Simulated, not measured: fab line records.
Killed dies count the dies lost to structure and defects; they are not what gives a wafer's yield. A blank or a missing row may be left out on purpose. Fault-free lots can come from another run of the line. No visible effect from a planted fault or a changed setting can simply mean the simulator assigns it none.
Which of the tools did it? | flow nand harc | Sampling: 13 lots, 39 wafers, 7 of 1159 route steps

## WHAT EACH GAUGE READ, for each wafer
NHARC_P_START_INSPECT_01. Usual: 3.6 for raw defect count, sd 2.1.
lot  | measured    | on                | raw defect count | flag
L463 | day 1 12:02 | defect inspect-02 | 3 4 3            |
L464 | day 1 18:02 | defect inspect-01 | 3 6 5            |
L466 | day 2 06:02 | defect inspect-02 | 1 5 6            |
L467 | day 2 12:02 | defect inspect-02 | 3 1 3            |
L468 | day 2 18:02 | defect inspect-02 | 4 5 8            |
L474 | day 4 06:02 | defect inspect-01 | 10 4 2           |
L475 | day 4 12:02 | defect inspect-01 | 3 6 4            |
L476 | day 4 18:02 | defect inspect-01 | 3 1 1            |
L477 | day 5 00:02 | defect inspect-02 | 5 4 7            |
L478 | day 5 06:02 | defect inspect-01 | 4 2 2            |
L482 | day 6 06:02 | defect inspect-02 | 4 3 3            |
L484 | day 6 18:02 | defect inspect-02 | 4 0 6            |
L486 | day 7 06:02 | defect inspect-02 | 4 4 2            |

NHARC_P_ZERO_WELL_CD_MEAS_11: the cd target is 500 nm. Usual: 500.6 nm for cd nm, sd 2.7.
lot  | measured    | on        | cd nm (nm)        | flag
L463 | day 1 13:07 | cd sem-01 | 497.9 497.8 497.6 |
L464 | day 1 19:14 | cd sem-03 | 498.9 496.2 500.0 |
L466 | day 2 07:14 | cd sem-01 | 497.8 498.5 499.2 |
L467 | day 2 13:08 | cd sem-01 | 499.4 497.4 503.8 |
L468 | day 2 19:07 | cd sem-02 | 500.9 505.8 500.6 |
L474 | day 4 07:14 | cd sem-02 | 500.0 500.8 497.6 |
L475 | day 4 13:16 | cd sem-03 | 500.3 501.8 501.2 |
L476 | day 4 19:15 | cd sem-03 | 502.2 506.0 503.7 |
L477 | day 5 01:14 | cd sem-03 | 503.9 506.2 501.8 |
L478 | day 5 07:08 | cd sem-01 | 501.9 499.5 501.9 |
L482 | day 6 07:08 | cd sem-01 | 498.2 502.1 497.4 |
L484 | day 6 19:14 | cd sem-03 | 494.5 496.7 496.1 |
L486 | day 7 07:14 | cd sem-03 | 501.1 501.7 506.0 |

NHARC_P_STI_CD_MEAS_09: the cd target is 200 nm. Usual: 200.2 nm for cd nm, sd 2.1.
lot  | measured    | on        | cd nm (nm)        | flag
L463 | day 2 10:49 | cd sem-03 | 200.2 198.5 196.7 |
L464 | day 2 17:45 | cd sem-01 | 203.5 202.8 204.0 |
L466 | day 3 01:59 | cd sem-03 | 199.7 199.7 201.8 |
L467 | day 3 12:21 | cd sem-01 | 200.8 198.7 199.3 |
L468 | day 3 16:46 | cd sem-02 | 198.3 202.7 202.2 |
L474 | day 5 05:00 | cd sem-02 | 212.3 214.7 215.2 | OFF
L475 | day 5 13:08 | cd sem-01 | 213.9 210.7 216.8 | OFF
L476 | day 5 13:17 | cd sem-01 | 200.3 199.6 197.6 |
L477 | day 5 22:51 | cd sem-02 | 200.3 201.4 202.0 |
L478 | day 6 06:47 | cd sem-01 | 202.1 199.5 198.4 |
L482 | day 7 05:53 | cd sem-01 | 201.9 202.1 198.1 |
L484 | day 7 15:48 | cd sem-02 | 198.5 200.5 203.5 |
L486 | day 8 05:08 | cd sem-01 | 198.9 202.0 199.4 |

NHARC_P_STI_OCD_MEAS_17. Usual: trench depth nm 300.7 nm, standard deviation 2.6; trench foot cd nm 158.2 nm, standard deviation 2.1.
lot  | measured    | on     | trench depth nm (nm) | trench foot cd nm (nm) | flag
L463 | day 2 11:38 | ocd-01 | 304.4 297.6 297.4    | 157.9 157.1 155.3      |
L464 | day 2 18:32 | ocd-01 | 299.2 302.8 299.7    | 162.1 160.5 161.9      |
L466 | day 3 02:46 | ocd-02 | 299.5 302.3 299.6    | 158.0 157.1 160.2      |
L467 | day 3 13:09 | ocd-01 | 304.8 304.7 306.4    | 158.4 155.7 156.3      |
L468 | day 3 17:32 | ocd-01 | 300.7 299.3 299.8    | 155.9 160.7 159.6      |
L474 | day 5 05:47 | ocd-02 | 298.3 301.9 300.5    | 170.9 172.7 172.9      | OFF
L475 | day 5 13:57 | ocd-02 | 299.7 299.1 295.3    | 172.2 168.6 175.3      | OFF
L476 | day 5 14:05 | ocd-01 | 302.4 303.6 300.9    | 158.3 157.0 155.5      |
L477 | day 5 23:38 | ocd-02 | 305.3 301.1 299.6    | 157.2 159.2 160.2      |
L478 | day 6 07:34 | ocd-01 | 305.1 302.4 298.5    | 159.7 157.2 156.7      |
L482 | day 7 06:40 | ocd-02 | 296.0 300.6 301.5    | 160.9 160.3 155.8      |
L484 | day 7 16:35 | ocd-02 | 297.6 301.6 299.0    | 157.3 158.0 161.2      |
L486 | day 8 05:55 | ocd-01 | 300.8 301.0 302.0    | 157.1 159.7 157.7      |

NHARC_P_GATE_OVL_MEAS_27. Usual: overlay x nm -0.2 nm, standard deviation 0.74; overlay y nm 0.0 nm, standard deviation 1.
lot  | measured     | on         | overlay x nm (nm) | overlay y nm (nm) | flag
L463 | day 4 20:18  | overlay-01 | 0.7 0.3 0.4       | 1.4 1.5 1.3       |
L464 | day 5 04:43  | overlay-01 | -1.3 -0.9 -1.5    | 0.3 1.2 1.3       |
L466 | day 5 07:54  | overlay-02 | 0.2 0.6 0.0       | -0.4 0.6 0.1      |
L467 | day 5 20:42  | overlay-02 | 1.3 1.0 1.3       | -1.8 -1.7 -1.5    |
L468 | day 5 20:52  | overlay-01 | -0.9 -1.2 -0.7    | 0.1 -0.1 0.6      |
L474 | day 7 10:05  | overlay-02 | 0.6 0.0 0.0       | 0.5 0.9 1.4       |
L475 | day 8 01:41  | overlay-02 | 0.1 0.5 0.4       | -0.9 -0.2 -0.5    |
L476 | day 8 02:18  | overlay-01 | 0.1 1.0 -0.2      | -1.2 -2.4 -2.4    |
L477 | day 8 14:18  | overlay-02 | 0.7 0.9 0.3       | -0.1 0.4 -0.2     |
L478 | day 8 13:39  | overlay-02 | -0.8 -1.5 -2.1    | 0.9 0.9 0.6       |
L482 | day 9 12:10  | overlay-01 | 0.3 0.1 -0.2      | 2.4 3.0 2.4       |
L484 | day 9 23:37  | overlay-01 | -0.8 0.2 -0.6     | -0.8 -1.1 -0.3    |
L486 | day 10 12:06 | overlay-02 | 1.0 0.5 0.4       | -0.8 -0.8 -0.9    |

NHARC_END_SORT_01. Usual: killed at array 24, standard deviation 8.8; killed at other 0.7, standard deviation 0.99; killed at periphery 3.5, standard deviation 2.6; killed dies 28, standard deviation 9.3; killed open 3.2, standard deviation 1.7; killed short 1.7, standard deviation 1.4.
lot  | measured     | on        | killed at array | killed at other | killed at periphery | killed dies | killed open | killed short | flag
L475 | day 22 21:00 | prober-01 | 14              | 0               | 4                   | 18          | 4           | 4            |

## EACH LOT AND THE TOOL THAT RAN IT (in order: tool; ch and the chambers of the sampled wafers; start)
lot  | NHARC_P_STI_PEB_07
L463 | litho track-03 ch 0, day 2 10:44
L464 | litho track-05 ch 0, day 2 17:40
L466 | litho track-05 ch 0, day 3 01:54
L467 | litho track-02 ch 0, day 3 12:16
L468 | litho track-03 ch 0, day 3 16:40
L474 | litho track-05 ch 0, day 5 04:55
L475 | litho track-05 ch 0, day 5 13:03
L476 | litho track-02 ch 0, day 5 13:13
L477 | litho track-03 ch 0, day 5 22:46
L478 | litho track-02 ch 0, day 6 06:41
L482 | litho track-03 ch 0, day 7 05:47
L484 | litho track-02 ch 0, day 7 15:43
L486 | litho track-02 ch 0, day 8 05:02
- NHARC_P_STI_PEB_07: peb time 80 s.

## AS READ BY THE TOOLS THEMSELVES (means over the sampled wafers that have a number; for cases with no such wafer, the mark the record gives instead)
NHARC_P_STI_PEB_07. Usual: heater power total W 189.7 W, standard deviation 0.79; plate temp C 128.04 C, standard deviation 0.12.
lot  | tool           | heater power total W (W) | plate temp C (C) | flag
L463 | litho track-03 | 190.2                    | 128.06           |
L464 | litho track-05 | 190.4                    | 128.04           |
L466 | litho track-05 | 189.8                    | 127.91           |
L467 | litho track-02 | 189.2                    | 127.96           |
L468 | litho track-03 | 189.4                    | 128.03           |
L474 | litho track-05 | 193.7                    | 130.18           | OFF
L475 | litho track-05 | 193.6                    | 130.03           | OFF
L476 | litho track-02 | 190.1                    | 128.11           |
L477 | litho track-03 | 189.4                    | 128.01           |
L478 | litho track-02 | 189.4                    | 128.20           |
L482 | litho track-03 | 189.7                    | 128.14           |
L484 | litho track-02 | 189.6                    | 128.04           |
L486 | litho track-02 | 190.5                    | 128.19           |

## THE ANSWER, worked out from the rows above alone
Rule: a lot is off if the mean of its wafers that have a number lies more than 3 standard deviations from the usual mean. Also off: a lot with no number at a reading for which 4 or more lots have one. The other lots that the step has rows for count as sound. The gauges are gone through in route order, then the tools' own readings, and for those a lot's mean is taken as printed above. The first step at which some lot is off is used, and at that step the reading that is off furthest; a lot without a number counts as furthest.
Off: L474, L475 (NHARC_P_STI_CD_MEAS_09, cd nm).
If a tool, at a process step before that reading, ran all the lots that are off and no sound lot after the first of them, it fits. The gauges at NHARC_P_STI_CD_MEAS_09 aren't tried: what is off there is off at NHARC_P_STI_OCD_MEAS_17 too, on other tools, and a gauge's error can't cause that. One fits: NHARC_P_STI_PEB_07 on litho track-05. Its last sound lot is L466 (day 3 01:54), its first lot that is off L474 (day 5 04:55): a fault that began between those two fits.
The tool's own readings at NHARC_P_STI_PEB_07 bear it out: on the lots that are off they differ by more than 5 times the standard deviation of the sound lots' means. heater power total W reads 193.6 W there against 189.8 W on the sound lots; plate temp C reads 130.11 C there against 128.06 C on the sound lots.

## WHAT HAD BEEN PUT IN BY THE SIMULATOR
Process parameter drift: litho track-05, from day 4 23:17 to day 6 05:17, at NHARC_P_STI_PEB_07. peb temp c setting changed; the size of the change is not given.
Struck lots among those shown: L474, L475. The same result came from the rule above.
